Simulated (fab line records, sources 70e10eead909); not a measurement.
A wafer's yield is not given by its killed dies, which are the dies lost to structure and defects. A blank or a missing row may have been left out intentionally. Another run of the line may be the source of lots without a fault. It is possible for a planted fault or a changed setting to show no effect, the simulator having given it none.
Comparing a struck lot with a sound one :: flow nand harc :: 24 out of 1302 route steps
Sound: these wafers, L143.1, L143.3, L143.5. Struck: wafers L152.1, L152.5, L152.6. The cause is given at the end.
For every step that has rows: the tool of each side, followed by ch and its chambers, followed by its first start. Under that, the readings that differ: sound wafers :: struck wafers :: difference of the means :: sigmas: that difference in standard deviations of wafers without a fault.
alike: readings whose means differ by less than 2 such deviations, and words and numbers that are the same on both sides. not compared: withheld readings, readings that some wafer has no value for, bounds like >300 that may hide the same value, and numbers for which the record gives no deviation and whose values overlap.
A row with sigmas, a row that says differs or no value, or rows on one side alone: a step with any of these is where the two part. Numbers that don't overlap but have no deviation are shown without sigmas and don't part them. A reading missing from all wafers of one side parts the sides only when that side holds two or more wafers.

NHARC_P_CONTACT_DEP_30: deposits SiNx, target thk 30 nm.
  sound on pecvd-04 ch 0,1, day 8 15:34; struck on pecvd-02 ch 0,1,2, day 12 14:34
  alike: heater power w, rf fwd power W, susceptor temp C
NHARC_P_CONTACT_DEP_00: deposits SiO2, target thk 500 nm.
  sound on pecvd-04 ch 0,1; struck on pecvd-02 ch 0,1,2
  alike: heater power w, rf fwd power W, susceptor temp C, throttle valve pct
NHARC_P_CONTACT_CMP_01: polishes SiO2, target thk 200 nm.
  sound on cmp-02 ch 0,2, day 8 16:18; struck on cmp-03 ch 2,3, day 12 15:14
  alike: edge zone pressure frac, motor current A
then, 8 steps without rows for these wafers: NHARC_P_CONTACT_SRD_03; NHARC_P_CONTACT_DEHYDRATE_04 (time 120 s); NHARC_P_CONTACT_HMDS_05 (time 30 s); NHARC_P_CONTACT_COAT_33 (time 75 s); NHARC_P_CONTACT_COAT_34 (time 65 s); NHARC_P_CONTACT_COAT_06 (resist thk 90 nm); NHARC_P_CONTACT_SOFTBAKE_07 (time 55 s); NHARC_P_CONTACT_EBR_08.
NHARC_P_CONTACT_EXPOSE_09: exposes mask P CA, target cd 90 nm.
  sound on arfi scanner-02 ch 0, day 8 16:59; struck on arfi scanner-01 ch 0, day 12 15:48
reading: exposure dose mJ cm2
sound: 81.18 81.40 81.32
struck: 66.44 66.52 66.46
difference: -14.83
sigmas: -99 or more
  alike: mask
then, 2 steps without rows for these wafers: NHARC_P_CONTACT_PEB_10 (peb time 65 s); NHARC_P_CONTACT_DEVELOP_11 (develop time 35 s).
NHARC_P_CONTACT_CD_MEAS_12: target cd 90 nm.
  sound on cd sem-02 ch 0, day 8 17:08; struck on cd sem-02 ch 0
reading: cd nm (nm)
sound: 90.0 90.2 90.4
struck: 79.7 79.3 79.1
difference: -10.8
sigmas: -17
  not compared: hold
NHARC_P_CONTACT_OVL_MEAS_13:
  sound on overlay-01 at day 8 17:13; struck on overlay-02 at day 12 18:20
reading: hold
sound: - - -
struck: await dispo/2.1h/release await dispo/2.1h/release await dispo/2.1h/release
difference: no value on the sound wafers
sigmas: 

reading: overlay y nm (nm)
sound: 1.4 1.4 0.9
struck: -0.4 -1.0 -0.8
difference: -2.0
sigmas: -2
  alike: overlay x nm
NHARC_P_CONTACT_INSPECT_14:
  sound on defect inspect-02 at day 8 17:15; struck on defect inspect-01 at day 12 18:22
  alike: raw defect count
NHARC_P_CONTACT_DESCUM_17: chemistry O2, time 3 s.
  sound on rie diel-05 ch 1,3, day 8 17:19; struck on rie diel-01 ch 0,1, day 12 18:29
reading: model.P_CONTACT.cd nm (nm)
sound: 90.37 89.9 90.47
struck: 79.49 78.45 78.93
difference: -11.29
sigmas: 
  alike: drypump motor current A, oes product au, rf vpp V, showerhead plenum p Torr, throttle valve pct
  not compared: rf hours counter h
then, 1 step without rows for these wafers: NHARC_P_CONTACT_ETCH_35 (etches the open film in CF4, target depth 39 nm, time 65 s).
NHARC_P_CONTACT_ETCH_36: etches the open film in N2/H2, target depth 260 nm, time 406.25 s.
  sound on rie diel-05 ch 0,1,3; struck on rie diel-01 ch 0,3
  alike: bias w, drypump motor current A, oes product au, rf fwd power W, rf vpp V, showerhead plenum p Torr, throttle valve pct
  not compared: rf hours counter h
NHARC_P_CONTACT_ETCH_18: etches the open film in C4F8/O2/Ar, target depth 481 nm, time 240.5 s.
  sound on rie diel-05 ch 2,3; struck on rie diel-01 ch 0,3
reading: oes product au (a.u.)
sound: 0.923 0.930 0.922
struck: 0.946 0.950 0.992
difference: +0.038
sigmas: +2
  alike: bias w, rf fwd power W, rf vpp V
  not compared: rf hours counter h
then, 1 step without rows for these wafers: NHARC_P_CONTACT_STRIP_37 (strips in C4F8/O2/Ar).
NHARC_P_CONTACT_ETCH_31: etches the open film in CH3F/O2, target depth 30 nm, time 85.7 s.
  sound on rie diel-05 ch 0,3; struck on rie diel-01 ch 0,1,2
reading: model.P_CONTACT.cd nm (nm)
sound: 91.19 89.49 90.7
struck: 79.04 78.18 79.62
difference: -11.51
sigmas: 
  alike: bias w, drypump motor current A, oes product au, rf fwd power W, rf vpp V, showerhead plenum p Torr, throttle valve pct
  not compared: rf hours counter h
NHARC_P_CONTACT_CD_MEAS_19:
  sound on cd sem-03 at day 8 18:11; struck on cd sem-02 at day 12 19:32
reading: cd nm (nm)
sound: 91.3 89.6 90.4
struck: 79.0 78.2 79.6
difference: -11.5
sigmas: -7
  not compared: hold

== WHERE THEY PART ==
At NHARC_P_CONTACT_EXPOSE_09 first; at NHARC_P_CONTACT_CD_MEAS_19 last (within this record only).

WHY: what the simulator had put in
Process parameters drifting: arfi scanner-01 at NHARC_P_CONTACT_EXPOSE_09, beginning at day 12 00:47. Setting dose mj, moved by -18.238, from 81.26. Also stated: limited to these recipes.
